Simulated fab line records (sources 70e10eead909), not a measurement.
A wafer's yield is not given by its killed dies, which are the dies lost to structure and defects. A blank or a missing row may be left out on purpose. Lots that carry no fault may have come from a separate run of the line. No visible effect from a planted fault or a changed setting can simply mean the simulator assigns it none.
fab line records    flow nandHarc
[record] lots = 12  wafers = 36  lastDay = 34
route steps=1302 shown P_CONTACT@236 P_M0@258 END@1302
lots that met no fault: from a run of the same line without faults
startH: hours from the record's opening day to when the first of the lot's shown wafers began    waitH: hours since the lot's step before    " repeats the value in the row above    L1.1+2: one row covering several wafers at once    - either no value or no given start    * or withheld: withheld    < > ~ a bound
route shown NAME@n: names a module that has steps shown in the file, with the first one's number in the route    usual: the fault-free wafers' mean and standard deviation    same: alike in all rows    chamber/n: place in a boat    sites: the reading at each site    _std_site: standard deviation across them    _edge_site: outer sites' mean less inner sites'    radiusMm: how far each site lies from the wafer's centre    mask NAME#n: copy n    behind: the most recent tool/chamber to have shaped the wafer    hold: the reason the lot was held/the length of the hold in hours/how it ended    device: the n, p or np transistor that did not switch    end of line: the tests these same wafers got at the end of their route    for a step that has no rows: nothing shown but its recipe    killed: count of dies lost to structure and defects at first sort (not the wafer's yield)    map: a wafer's dies, x killed, . not, _ none there
set.NAME: the setting that was run; set.NAME@STEP: the one run at that earlier step    model.NAME: the simulator's own value behind a step, which no gauge read
one table for each step of the route and one row for each wafer, over a sample of lots
services: the hour from which a tool's chamber was out of use, counted from the record's first day as startH (under 0 if before that day), plus the number of hours and why
[[steps]]
[step NHARC_P_CONTACT_ETCH_35]
[recipe] targetDepthA = 390  overEtchFrac = 0.3  timeS = 65  ionEnergyEv = 80  cf4FlowSccm = 150  arFlowSccm = 0  rfW = 300  biasW = 100  chemistry = CF4
[usual] chamberPressureMTorr = 50.00/0.075  drypumpMotorCurrentA = 5.9/0.42  oesProductAu = 0.999/0.0095  rfVppV = 151.5/1.3  showerheadPlenumPTorr = 1.78/0.078  throttleValvePct = 13.285/0.0092
lot.wafer  tool        chamber  startH  waitH  chamberPressureMTorr  drypumpMotorCurrentA  oesProductAu  rfHoursCounterH  rfVppV  showerheadPlenumPTorr  throttleValvePct
L113.1     rieDiel-12  0        143.86  0.1    49.96                 5.9                   0.991         1.0              154.5   1.90                   13.292
L113.4     "           1        "       "      50.04                 5.6                   0.979         0.7              151.7   1.88                   13.280
L113.2     "           2        "       "      50.03                 5.6                   0.986         1.0              154.8   1.86                   13.291
L115.1     rieDiel-12  1        161.59  0.1    50.01                 5.6                   0.995         1.4              153.1   1.88                   13.290
L115.2     "           2        "       "      49.97                 5.7                   0.985         1.7              153.3   1.86                   13.292
L115.4     "           0        "       "      49.98                 5.9                   0.988         1.6              151.8   1.90                   13.281
L117.4     rieDiel-12  3        190.84  0.1    50.02                 6.2                   1.020         2.6              150.6   1.66                   13.284
L117.5     "           0        "       "      49.97                 5.9                   0.988         -                154.0   1.90                   13.289
L117.6     "           1        "       "      50.03                 5.7                   1.003         -                151.9   1.88                   13.285
L123.4     rieDiel-03  1        243.50  0.1    49.97                 5.4                   0.990         2.6              149.5   1.72                   13.277
L123.5     "           1        "       "      49.97                 5.3                   0.999         -                152.1   1.72                   13.265
L123.6     "           2        "       "      49.98                 5.7                   1.012         -                151.0   1.71                   13.303
L125.1     rieDiel-12  0        260.35  0.1    49.92                 5.9                   0.999         4.6              153.5   1.90                   13.288
L125.2     "           1        "       "      50.06                 5.7                   1.006         4.5              151.8   1.88                   13.277
L125.4     "           3        "       "      50.04                 6.2                   1.009         4.4              149.7   1.66                   13.289
L124.2     rieDiel-13  3        261.23  0.1    49.98                 6.5                   1.005         4.7              152.3   1.73                   13.287
L124.4     "           1        "       "      49.98                 6.2                   1.000         4.3              151.4   1.78                   13.298
L124.5     "           0        "       "      49.98                 6.2                   0.991         -                151.3   1.85                   13.290
L126.1     rieDiel-12  1        278.57  0.1    50.08                 5.7                   1.022         0.1              152.9   1.88                   13.281
L126.4     "           3        "       "      50.01                 6.2                   0.995         0.1              149.5   1.66                   13.303
L126.3     "           0        "       "      49.95                 5.9                   0.985         0.2              151.8   1.90                   13.295
L129.2     rieDiel-13  3        311.13  0.1    50.06                 6.5                   1.023         7.1              151.2   1.73                   13.271
L129.3     "           2        "       "      49.91                 5.5                   0.999         7.3              150.7   1.68                   13.283
L129.6     "           0        "       "      50.02                 6.2                   1.002         -                151.3   1.85                   13.303
L130.1     rieDiel-03  3        316.27  0.1    50.08                 6.1                   0.988         0.9              151.4   1.77                   13.278
L130.4     "           0        "       "      49.92                 4.9                   1.018         0.8              150.1   1.74                   13.285
L130.3     "           2        "       "      50.11                 5.7                   0.996         0.8              152.1   1.71                   13.278
L131.2     rieDiel-03  2        328.09  0.1    50.02                 5.6                   1.004         1.3              151.2   1.71                   13.293
L131.4     "           3        "       "      49.96                 6.1                   0.989         1.3              151.8   1.77                   13.284
L131.5     "           1        "       "      50.01                 5.4                   0.991         -                152.6   1.72                   13.290
L132.2     rieDiel-13  0        336.49  0.1    50.01                 6.2                   1.003         8.9              151.5   1.85                   13.291
L132.4     "           1        "       "      49.90                 6.2                   0.998         -                150.6   1.78                   13.293
L132.6     "           2        "       "      49.97                 5.5                   1.001         -                150.7   1.68                   13.284
L133.3     rieDiel-13  2        352.89  0.1    49.94                 5.5                   0.997         0.0              149.5   1.68                   13.283
L133.1     "           1        "       "      50.00                 6.2                   1.003         0.0              151.1   1.78                   13.274
L133.5     "           0        "       "      50.01                 6.2                   0.999         -                153.6   1.85                   13.294
[step NHARC_P_CONTACT_CD_MEAS_19]
[usual] cdNm = 89.9/1.6
lot.wafer  tool      chamber  startH  waitH  cdNm
L113.1     cdSem-02  -        144.64  -      90.5
L113.2     "         -        "       "      89.8
L113.4     "         -        "       "      89.5
L115.1     cdSem-01  -        162.38  -      89.9
L115.2     "         -        "       "      91.0
L115.4     "         -        "       "      91.2
L117.4     cdSem-01  -        191.62  -      89.4
L117.5     "         -        "       "      89.9
L117.6     "         -        "       "      91.4
L123.4     cdSem-03  -        244.29  -      89.9
L123.5     "         -        "       "      89.6
L123.6     "         -        "       "      91.1
L125.1     cdSem-02  -        261.13  -      92.3
L125.2     "         -        "       "      88.4
L125.4     "         -        "       "      92.9
L124.2     cdSem-03  -        262.02  -      89.9
L124.4     "         -        "       "      87.7
L124.5     "         -        "       "      90.3
L126.1     cdSem-01  -        279.37  -      90.2
L126.3     "         -        "       "      87.7
L126.4     "         -        "       "      91.6
L129.2     cdSem-02  -        311.92  -      90.0
L129.3     "         -        "       "      91.9
L129.6     "         -        "       "      88.6
L130.1     cdSem-01  -        317.05  -      91.6
L130.3     "         -        "       "      91.8
L130.4     "         -        "       "      89.3
L131.2     cdSem-01  -        328.88  -      91.7
L131.4     "         -        "       "      92.4
L131.5     "         -        "       "      90.2
L132.2     cdSem-01  -        337.40  -      88.4
L132.4     "         -        "       "      88.1
L132.6     "         -        "       "      87.7
L133.1     cdSem-02  -        353.80  -      90.3
L133.3     "         -        "       "      86.9
L133.5     "         -        "       "      90.2
[step NHARC_P_CONTACT_STRIP_28]
[recipe] o2FlowSccm = 500  arFlowSccm = 0  biasW = 0  chemistry = O2
[usual] chamberPressureMTorr = 59.99/0.054  drypumpMotorCurrentA = 5.7/0.45  oesProductAu = 1.001/0.01  rfVppV = 57.7/0.93  showerheadPlenumPTorr = 3.51/0.14  throttleValvePct = 17.037/0.0094
lot.wafer  tool        chamber  startH  waitH  chamberPressureMTorr  drypumpMotorCurrentA  oesProductAu  rfHoursCounterH  rfVppV  showerheadPlenumPTorr  throttleValvePct
L113.1     rieDiel-03  3        144.71  0.1    59.92                 6.1                   0.996         1.0              58.7    3.53                   17.029
L113.4     "           0        "       "      59.98                 4.9                   1.003         1.0              57.4    3.48                   17.026
L113.2     "           2        "       "      59.96                 5.6                   0.999         0.8              58.0    3.41                   17.046
L115.1     rieDiel-03  1        162.47  0.1    59.93                 5.3                   0.989         1.3              57.6    3.42                   17.050
L115.2     "           2        "       "      60.03                 5.7                   1.013         1.4              57.4    3.41                   17.028
L115.4     "           3        "       "      59.92                 6.1                   1.014         1.6              58.2    3.53                   17.041
L117.4     rieDiel-03  2        191.70  0.1    60.03                 5.7                   1.016         1.7              58.0    3.41                   17.046
L117.5     "           1        "       "      59.97                 5.4                   0.997         -                57.9    3.42                   17.040
L117.6     "           2        "       "      59.99                 5.7                   1.012         -                57.9    3.41                   17.030
L123.4     rieDiel-13  0        244.39  0.1    59.98                 6.3                   0.980         4.4              58.1    3.69                   17.041
L123.6     "           2        "       "      60.01                 5.5                   0.999         -                57.8    3.36                   17.014
L123.5     "           3        "       "      60.03                 6.5                   1.007         -                57.9    3.45                   17.030
L125.4     rieDiel-12  2        261.23  0.1    60.00                 5.6                   1.001         4.9              58.5    3.71                   17.051
L125.2     "           3        "       "      60.11                 6.2                   0.994         4.8              57.7    3.31                   17.032
L125.1     "           0        "       "      60.02                 5.9                   0.998         4.9              59.4    3.79                   17.029
L124.2     rieDiel-03  0        262.09  0.1    60.07                 5.0                   0.999         3.5              57.5    3.48                   17.042
L124.4     "           2        "       "      59.98                 5.7                   1.004         3.4              57.6    3.41                   17.017
L124.5     "           1        "       "      59.96                 5.3                   0.998         -                56.0    3.42                   17.054
L126.4     rieDiel-03  1        279.44  0.1    59.96                 5.3                   1.001         3.7              57.6    3.42                   17.024
L126.1     "           3        "       "      60.00                 6.1                   1.006         3.7              58.9    3.53                   17.049
L126.3     "           0        "       "      59.96                 4.9                   0.990         3.8              56.5    3.48                   17.039
L129.2     rieDiel-03  0        311.99  0.1    59.97                 4.9                   1.006         0.7              57.3    3.48                   17.044
L129.3     "           1        "       "      59.97                 5.3                   0.994         0.6              58.3    3.42                   17.038
L129.6     "           0        "       "      60.12                 4.9                   1.005         -                56.7    3.48                   17.037
L130.3     rieDiel-12  1        317.13  0.1    59.96                 5.7                   1.017         1.6              58.1    3.75                   17.047
L130.4     "           3        "       "      59.97                 6.2                   0.999         1.4              58.7    3.31                   17.016
L130.1     "           0        "       "      60.05                 5.9                   0.995         1.5              57.1    3.79                   17.027
L131.4     rieDiel-13  1        328.98  0.1    59.98                 6.2                   0.995         8.7              56.5    3.54                   17.038
L131.2     "           2        "       "      59.91                 5.5                   0.990         8.5              56.9    3.36                   17.021
L131.5     "           3        "       "      60.07                 6.5                   1.007         -                59.3    3.45                   17.030
L132.4     rieDiel-12  3        337.47  0.1    59.98                 6.2                   0.977         1.7              58.4    3.31                   17.043
L132.2     "           2        "       "      59.99                 5.6                   0.993         1.9              56.8    3.71                   17.041
L132.6     "           0        "       "      59.99                 6.0                   0.988         -                57.3    3.79                   17.046
L133.3     rieDiel-13  0        353.88  0.1    60.03                 6.2                   0.995         0.4              58.4    3.69                   17.049
L133.1     "           1        "       "      59.98                 6.2                   1.005         0.4              57.3    3.54                   17.038
L133.5     "           2        "       "      59.94                 5.5                   1.008         -                57.0    3.36                   17.045
[step NHARC_P_M0_SOFTBAKE_04]
[recipe] tempC = 105  timeS = 55
[usual] heaterPowerTotalW = 188.43/0.13  resistLineTempC = 22.99/0.11
lot.wafer  tool           chamber  startH  waitH  heaterPowerTotalW  resistLineTempC
L113.1     lithoTrack-06  0        147     -      188.61             23.16
L113.2     "              0        "       "      188.70             23.11
L113.4     "              0        "       "      188.29             23.11
L115.1     lithoTrack-04  0        165     -      181.54             22.91
L115.2     "              0        "       "      181.60             22.90
L115.4     "              0        "       "      181.80             22.84
L117.4     lithoTrack-04  0        194     -      181.55             22.87
L117.5     "              0        "       "      181.54             22.86
L117.6     "              0        "       "      181.57             22.92
L123.4     lithoTrack-04  0        247     -      188.58             23.17
L123.5     "              0        "       "      188.71             23.20
L123.6     "              0        "       "      188.36             23.27
L125.1     lithoTrack-04  0        263     -      188.46             22.95
L125.2     "              0        "       "      188.41             23.02
L125.4     "              0        "       "      188.26             23.07
L124.2     lithoTrack-06  0        264     -      188.39             23.16
L124.4     "              0        "       "      188.59             22.96
L124.5     "              0        "       "      188.51             22.96
L126.1     lithoTrack-06  0        282     -      188.47             23.05
L126.3     "              0        "       "      188.46             23.03
L126.4     "              0        "       "      188.29             22.99
L129.2     lithoTrack-06  0        314     -      188.39             22.86
L129.3     "              0        "       "      188.47             22.86
L129.6     "              0        "       "      188.33             22.90
L130.1     lithoTrack-01  0        319     -      188.34             22.83
L130.3     "              0        "       "      188.26             22.86
L130.4     "              0        "       "      188.40             22.81
L131.2     lithoTrack-06  0        331     -      188.43             23.02
L131.4     "              0        "       "      188.36             23.08
L131.5     "              0        "       "      188.32             23.05
L132.2     lithoTrack-04  0        340     -      188.61             23.02
L132.4     "              0        "       "      188.28             22.99
L132.6     "              0        "       "      188.30             22.84
L133.1     lithoTrack-04  0        356     -      188.59             23.04
L133.3     "              0        "       "      188.27             22.86
L133.5     "              0        "       "      188.35             23.10
[step NHARC_END_SORT_01]
[recipe] tempC = 25
[usual] defectLimitedYield = 91.3/2.2  killedAtArray = 55/15  killedAtOther = 1.0/1.2  killedAtPeriphery = 3.4/2.2  killedDies = 59/15  killedOpen = 3.2/2  killedShort = 2.5/1.7
[same] grossDies = 677
lot.wafer  tool       chamber  startH  waitH  defectLimitedYield[%]  killedAtArray  killedAtOther  killedAtPeriphery  killedDies  killedOpen  killedShort
L124.2     prober-01  0        689.29  2.8    92.6                   49             1              0                  50          1           4
L124.4     prober-01  0        690.87  3.4    90.5                   56             0              8                  64          3           7
L124.5     prober-01  0        691.67  3.7    92.9                   44             1              3                  48          1           1
L123.4     prober-02  0        691.02  3.4    88.0                   75             1              5                  81          5           3
L123.5     prober-02  0        691.82  3.7    91.9                   54             0              1                  55          1           2
L123.6     prober-02  0        692.62  4.0    91.4                   54             2              2                  58          1           3
L125.1     prober-02  0        696.39  2.5    91.7                   52             0              4                  56          4           2
L125.2     prober-02  0        697.20  2.8    93.2                   39             0              7                  46          2           2
L125.4     prober-02  0        698.83  3.4    92.2                   48             1              4                  53          7           2
L132.2     prober-02  0        773.51  2.8    90.8                   59             2              1                  62          3           2
L132.4     prober-02  0        775.09  3.4    90.4                   62             0              3                  65          5           1
L132.6     prober-02  0        776.67  4.0    92.9                   47             0              1                  48          0           2
// killed by level:class
L124.2 A_CHANNEL_HOLE_D2:chamberFilmFlake=23 A_CHANNEL_HOLE_D1:chamberFilmFlake=7 A_CONTACT:chamberFilmFlake=5 A_STAIRCASE:chamberFilmFlake=4 A_SLIT:chamberFilmFlake=4 A_DECK1_JOINT:geometricParticle:short=2 A_CHANNEL_HOLE_D1:geometricParticle:short=1 A_DECK1_JOINT:geometricParticle:open=1
L124.4 A_CHANNEL_HOLE_D2:chamberFilmFlake=20 A_CHANNEL_HOLE_D1:chamberFilmFlake=14 A_CONTACT:chamberFilmFlake=6 A_SLIT:chamberFilmFlake=5 A_BLC:geometricParticle:short=2 P_M1:chamberFilmFlake=2 P_GATE:geometricParticle:short=1 P_CONTACT:geometricParticle:open=1
L123.4 A_SLIT:chamberFilmFlake=32 A_CHANNEL_HOLE_D2:chamberFilmFlake=27 A_CHANNEL_HOLE_D1:chamberFilmFlake=4 P_M1:geometricParticle:open=2 A_ONON_D2:geometricParticle:short=2 P_GATE:chamberFilmFlake=2 A_WL_FILL:chamberFilmFlake=2 A_CONTACT:chamberFilmFlake=2
L124.5 A_CHANNEL_HOLE_D2:chamberFilmFlake=22 A_CHANNEL_HOLE_D1:chamberFilmFlake=10 A_STAIRCASE:chamberFilmFlake=6 P_M1:chamberFilmFlake=2 A_WL_FILL:chamberFilmFlake=2 A_CONTACT:chamberFilmFlake=2 P_M1:geometricParticle:short=1 A_CHANNEL_FILL_D1:geometricParticle:open=1
L123.5 A_SLIT:chamberFilmFlake=28 A_CHANNEL_HOLE_D1:chamberFilmFlake=8 A_CHANNEL_HOLE_D2:chamberFilmFlake=6 A_STAIRCASE:chamberFilmFlake=5 A_WL_FILL:chamberFilmFlake=2 A_SOURCE_PLATE:geometricParticle:short=1 A_ONON_D2:geometricParticle:open=1 A_M1:geometricParticle:short=1
L123.6 A_SLIT:chamberFilmFlake=24 A_CHANNEL_HOLE_D2:chamberFilmFlake=10 A_WL_FILL:chamberFilmFlake=5 A_CHANNEL_HOLE_D1:chamberFilmFlake=4 A_STAIRCASE:chamberFilmFlake=3 A_CONTACT:chamberFilmFlake=3 THIN_TSV:chamberFilmFlake=2 P_CONTACT:geometricParticle:short=1
L125.1 A_CHANNEL_HOLE_D1:chamberFilmFlake=31 A_STAIRCASE:chamberFilmFlake=6 P_GATE:chamberFilmFlake=3 A_CHANNEL_FILL_D2:chamberFilmFlake=3 A_SLIT:chamberFilmFlake=2 A_CONTACT:chamberFilmFlake=2 P_GATE:geometricParticle:open=1 A_DECK1_JOINT:geometricParticle:open=1
L125.2 A_CHANNEL_HOLE_D1:chamberFilmFlake=29 P_GATE:chamberFilmFlake=5 A_WL_FILL:geometricParticle:open=2 A_CHANNEL_HOLE_D2:chamberFilmFlake=2 A_ONON_D1:geometricParticle:short=1 A_CHANNEL_FILL_D2:geometricParticle:short=1 P_STI:chamberFilmFlake=1 P_M1:chamberFilmFlake=1
L125.4 A_CHANNEL_HOLE_D1:chamberFilmFlake=33 A_CHANNEL_HOLE_D2:chamberFilmFlake=4 P_GATE:chamberFilmFlake=3 A_SLIT:chamberFilmFlake=3 A_CHANNEL_FILL_D1:geometricParticle:open=2 P_CONTACT:geometricParticle:open=1 A_ONON_D1:geometricParticle:short=1 A_CHANNEL_FILL_D1:geometricParticle:short=1
L132.2 A_CHANNEL_HOLE_D2:chamberFilmFlake=29 A_SLIT:chamberFilmFlake=8 A_CONTACT:chamberFilmFlake=8 A_CHANNEL_FILL_D1:chamberFilmFlake=3 A_CHANNEL_HOLE_D1:unspecified=2 A_CHANNEL_HOLE_D1:chamberFilmFlake=2 A_WL_FILL:chamberFilmFlake=2 THIN_TSV:chamberFilmFlake=2
L132.4 A_CHANNEL_HOLE_D2:chamberFilmFlake=32 A_SLIT:chamberFilmFlake=10 A_CONTACT:chamberFilmFlake=6 A_CHANNEL_HOLE_D1:chamberFilmFlake=5 A_CHANNEL_FILL_D1:chamberFilmFlake=2 P_CONTACT:geometricParticle:open=1 P_M0:geometricParticle:open=1 A_SOURCE_PLATE:geometricParticle:open=1
L132.6 A_CHANNEL_HOLE_D2:chamberFilmFlake=27 A_CONTACT:chamberFilmFlake=10 A_SLIT:chamberFilmFlake=5 A_CHANNEL_HOLE_D1:chamberFilmFlake=3 A_CHANNEL_FILL_D1:geometricParticle:short=1 A_M0:geometricParticle:short=1 P_ZERO_WELL:chamberFilmFlake=1
[[services]]
tool           chamber  startH  hours  kind
rieDiel-03     0        137.87  -      clean
rieDiel-03     1        137.87  -      clean
rieDiel-03     2        137.87  -      clean
rieDiel-03     3        137.87  -      clean
lithoTrack-01  -        155.00  7.0    pm
rieDiel-03     0        162.37  -      clean
rieDiel-03     1        162.37  -      clean
rieDiel-03     2        162.37  -      clean
rieDiel-03     3        162.37  -      clean
rieDiel-13     -        165.00  9.0    pm
lithoTrack-06  -        179.00  7.0    pm
rieDiel-03     0        186.87  -      clean
rieDiel-03     1        186.87  -      clean
rieDiel-03     2        186.87  -      clean
lithoTrack-04  -        203.00  7.0    pm
rieDiel-12     -        268.40  9.0    pm
rieDiel-03     -        281.37  9.0    pm
rieDiel-03     1        293.91  5.2    repair
rieDiel-12     -        314.29  0.8    repair
lithoTrack-01  -        330.00  7.0    pm
rieDiel-13     3        333.51  26.8   repair
rieDiel-13     -        342.00  9.0    pm
rieDiel-03     -        342.98  0.5    repair
lithoTrack-06  -        354.00  7.0    pm
[[key]]
[firstSign] step = NHARC_P_M0_SOFTBAKE_04  reading = heaterPowerTotalW  direction = down  sigmas = 54  usual = *  struck = *
effect none on later readings
metAt NHARC_P_M0_SOFTBAKE_04
struckLots L115,L117
notActingAt NHARC_P_CONTACT_ETCH_35,NHARC_P_CONTACT_CD_MEAS_19,NHARC_P_CONTACT_STRIP_28
[fault] kind = processParameterDrift  tool = lithoTrack-04  chamber = -  onsetH = 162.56  steps = NHARC_P_M0_SOFTBAKE_04  channel = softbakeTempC  offset = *  shape = step  endH = 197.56  actsIn = *  stated = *
